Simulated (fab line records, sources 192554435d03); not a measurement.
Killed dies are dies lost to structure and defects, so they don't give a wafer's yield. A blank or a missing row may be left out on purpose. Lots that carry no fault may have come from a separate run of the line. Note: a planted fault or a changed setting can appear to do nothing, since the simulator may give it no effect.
fab line records	flow n5Finfet
record: lots: 7	wafers: 39
route steps=1938 shown ZERO_LAYER@14 HKMG_FIN@397 MOL_CONTACT_COAG@584 BEOL_M2@844 BEOL_M4@1092
startH: the number of hours between the record's first day and the start of the first shown wafer of the lot	waitH: time in hours since the lot's previous step	" repeats the value in the row above	L1.1+2: several wafers, shown together as one row	- no value, or no start was given	* or withheld: withheld	< > ~ a bound
route shown NAME@n: a module of which the file shows steps, and the number in the route of the first	usual: average and standard deviation across the fault-free wafers	same: alike in all rows	chamber/n: place in a boat	sites: readings site by site	_std_site: the standard deviation of these	_edge_site: outer sites' mean less inner sites'	radiusMm: how far each site lies from the wafer's centre	mask NAME#n: copy n	behind: the tool/chamber that last shaped the wafer	hold: what put the lot on hold/how long, in hours/how the hold closed	device: names the non-switching transistor (n, p or np)	end of line: tests of these same wafers at the route's end	a step given without rows: its recipe and nothing more	killed: dies that structure and defects cost at the first sort, which is not the same as the wafer's yield	map: the dies of a wafer, with x for killed, . for not killed, _ for no die there
set.NAME: the setting as run; set.NAME@STEP: as run at that earlier step	model.NAME: the simulator's own value behind a step, which no gauge read
lots with deliberately changed settings; one table per step, one row per wafer
== steps ==
step: N5_ZERO_LAYER_DESCUM_16
recipe: chemistry: O2	timeS: 7.9	sourcePowerW: 50	biasPowerW: 20	pressureMtorr: 20	rfFrequencyHz: 2.712e+07	tempC: 40	o2FlowSccm: 225
step: N5_HKMG_FIN_DEVELOP_48
recipe: developTimeS: 30	developer: TMAH	resist: CAR-ArF	rinseLiquid: diw	dry: airSpin	devTempC: 23
step: N5_HKMG_FIN_NWFM_ALD_20
recipe: material: TiAlC	targetThkA: 20	tempC: 300	aldPrecursorFamily: TiCl4	aldCoReactant: TEA	pulseTimeS: 3	purgeTimeS: 2	coReactantPurgeTimeS: 2	coReactantPulseTimeS: 10	aldCycles: 7	pressureTorr: 3
step: N5_MOL_CONTACT_COAG_ETCHBACK_135
recipe: chemistry: CHF3	target: SiO2	targetDepthA: 250	timeS: 16.7	ionEnergyEv: 200	pressureMtorr: 30	sourceW: 610	biasW: 170	Ar_flow_sccm: 200	CHF3_flow_sccm: 50
step: N5_BEOL_M2_HM_DEP_02
recipe: material: TiN	targetThkA: 200	tempC: 25	chamberPressurePa: 0.49996
step: N5_BEOL_M4_SPUTTER_88
recipe: material: Cu	targetThkA: 45	tempC: -20	chamberPressurePa: 0.07	powerW: withheld	timeS: 8.29
step: N5_BEOL_M4_RC_MEAS_101
usual: IOFF_N_LONG: 5.5e-05/2.7e-06	VT_N_LONG: 275.1/2.1
lot.wafer	tool	chamber	startH	waitH	set.timeS@ZERO_LAYER_DESCUM_16	set.developTimeS@HKMG_FIN_DEVELOP_48	set.coReactantPulseTimeS@HKMG_FIN_NWFM_ALD_20	set.timeS@MOL_CONTACT_COAG_ETCHBACK_135	set.targetThkA@BEOL_M2_HM_DEP_02	set.targetThkA@BEOL_M4_SPUTTER_88	IOFF_N_LONG[nA/um]	VT_N_LONG[mV]
L076.1	prober-01	0	173.74	0.0	7.9	30	10	19.24	200	45	5.63e-05	273.6
L076.2	"	0	"	"	5.013	30	10	19.24	142.6	28.2	5.65e-05	273.9
L076.3	"	0	"	"	5.013	30	10	16.7	142.6	45	5.73e-05	272.4
L076.4	"	0	"	"	7.9	30	10	16.7	200	45	5.67e-05	269.7
L076.5	"	0	"	"	7.9	30	10	16.7	142.6	28.2	5.56e-05	274.2
L076.6	"	0	"	"	5.013	30	10	19.24	200	28.2	5.67e-05	272.6
L078.1	prober-02	0	189.00	0.0	7.9	30	7.34	11.35	200	61.58	4.68e-05	282.7
L078.2	"	0	"	"	7.9	14.86	10	11.35	200	61.58	5.46e-05	276.0
L078.3	"	0	"	"	7.9	14.86	7.34	11.35	200	45	4.68e-05	284.6
L078.4	"	0	"	"	7.9	30	10	16.7	200	45	5.58e-05	276.8
L078.5	"	0	"	"	7.9	30	10	16.7	200	45	5.52e-05	273.9
L078.6	"	0	"	"	7.9	14.86	7.34	16.7	200	61.58	4.72e-05	281.9
L079.1	prober-01	0	193.63	0.0	7.9	30	10	16.7	200	45	5.28e-05	276.3
L079.2	"	0	"	"	7.9	30	10	16.7	264.5	45	5.25e-05	276.9
L079.3	"	0	"	"	11.98	30	13.36	16.7	200	45	5.66e-05	275.6
L079.4	"	0	"	"	11.98	30	10	16.7	264.5	45	5.24e-05	275.3
L079.5	"	0	"	"	11.98	30	13.36	16.7	264.5	45	5.7e-05	272.4
L079.6	"	0	"	"	7.9	30	13.36	16.7	200	45	5.62e-05	275.9
L082.1	prober-02	0	202.91	0.0	7.9	37.25	10	16.7	200	71.18	5.11e-05	277.1
L082.2	"	0	"	"	4.522	30	10	26.46	200	71.18	5.26e-05	273.4
L082.3	"	0	"	"	7.9	30	10	16.7	200	45	5.38e-05	274.3
L082.4	"	0	"	"	4.522	30	10	16.7	200	45	5.23e-05	275.5
L082.5	"	0	"	"	7.9	37.25	10	26.46	200	45	5.3e-05	275.0
L082.6	"	0	"	"	4.522	37.25	10	26.46	200	71.18	5.26e-05	275.2
L089.2	prober-02	0	252.79	0.2	7.9	30	10	16.7	200	45	5.11e-05	276.7
L089.3	"	0	"	"	7.9	30	10	16.7	200	45	5.28e-05	274.9
L089.6	"	0	"	"	7.9	30	10	16.7	200	45	5.24e-05	276.7
L091.1	prober-01	0	257.99	0.0	11.49	30	13.66	16.7	200	31.76	6.03e-05	271.0
L091.2	"	0	"	"	7.9	30	13.66	11.52	157.7	31.76	5.99e-05	273.2
L091.3	"	0	"	"	7.9	30	13.66	11.52	200	45	5.99e-05	274.5
L091.4	"	0	"	"	7.9	30	10	16.7	157.7	45	5.58e-05	275.7
L091.5	"	0	"	"	11.49	30	10	11.52	157.7	31.76	5.52e-05	277.9
L091.6	"	0	"	"	11.49	30	10	16.7	200	45	5.53e-05	277.8
L092.1	prober-01	0	282.70	0.0	7.9	17.34	6.21	23.15	137	45	3.62e-05	291.8
L092.2	"	0	"	"	7.9	30	10	23.15	137	34.23	4.8e-05	276.3
L092.3	"	0	"	"	7.9	17.34	10	16.7	137	45	4.88e-05	278.4
L092.4	"	0	"	"	7.9	30	6.21	16.7	200	34.23	3.52e-05	293.9
L092.5	"	0	"	"	7.9	30	6.21	23.15	200	34.23	3.63e-05	292.2
L092.6	"	0	"	"	7.9	17.34	10	16.7	200	45	4.77e-05	280.9
== key ==
split: step: N5_ZERO_LAYER_DESCUM_16	setting: timeS	statedAs: 7.9
response none clear
split: step: N5_HKMG_FIN_DEVELOP_48	setting: developTimeS	statedAs: 30
response none clear
split: step: N5_HKMG_FIN_NWFM_ALD_20	setting: coReactantPulseTimeS	statedAs: 10
response: step: N5_BEOL_M4_RC_MEAS_101	reading: IOFF_N_LONG	slope: +2.15e-07	per: 1%	togetherWith: all	explained: 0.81
response: step: N5_BEOL_M4_RC_MEAS_101	reading: VT_N_LONG	slope: -0.208	per: 1%	togetherWith: all	explained: 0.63
split: step: N5_MOL_CONTACT_COAG_ETCHBACK_135	setting: timeS	statedAs: 16.7
response none clear
split: step: N5_BEOL_M2_HM_DEP_02	setting: targetThkA	statedAs: 200
response none clear
split: step: N5_BEOL_M4_SPUTTER_88	setting: targetThkA	statedAs: 45
response none clear
